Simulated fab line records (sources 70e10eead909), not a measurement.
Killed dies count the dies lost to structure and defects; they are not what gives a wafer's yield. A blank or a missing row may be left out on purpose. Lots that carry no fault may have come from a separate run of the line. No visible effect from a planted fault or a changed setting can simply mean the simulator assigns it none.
Matching of chambers -- flow nandHarc -- NHARC_A_WL_FILL_CMP_12 on cmp-04 has 4 sister chambers
The step polishes, t overpolish 30 s, target thk 100 nm. 4 wafers are shown with their chamber, then 9 later ones without.

WAFERS, EACH WITH ITS CHAMBER
wafer,chamber,motorCurrentA (A)
L075.2,0,13.9
L090.5,2,10.6
L092.2,3,11.6
L092.5,1,13.2

WAFERS WITH NO CHAMBER GIVEN
wafer,motorCurrentA (A)
L094.2,12.4
L094.3,13.6
L094.5,12.9
L095.1,12.7
L095.3,11.0
L095.6,11.1
L097.1,11.4
L097.2,10.9
L097.4,12.8

WHICH CHAMBER EACH WENT THROUGH
wafer,from the rows above,in truth
L094.2,can't be placed: 1 or 3 or 0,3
L094.3,can't be placed: 0 or 1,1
L094.5,can't be placed: 1 or 0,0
L095.1,can't be placed: 1 or 3 or 0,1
L095.3,can't be placed: 2 or 3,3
L095.6,can't be placed: 2 or 3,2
L097.1,can't be placed: 3 or 2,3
L097.2,can't be placed: 2 or 3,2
L097.4,can't be placed: 1 or 0 or 3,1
Correctly placed: 0 of 9. From these rows, 9 cannot be placed; in 9 the true chamber is one of the candidates. Number placed wrongly: 0.
How it was worked out, from the rows above alone: a wafer's distance from a chamber is the root of the sum, over the readings, of the square of ((its reading less the chamber's mean) divided by the reading's scatter). The wafer belongs to the nearest chamber; if the next one is less than 2 further off, it can't be placed. A chamber's mean is the mean of its shown wafers. The scatter: root of mean squared gap, hidden wafer to nearest shown wafer, with one shown wafer a chamber.
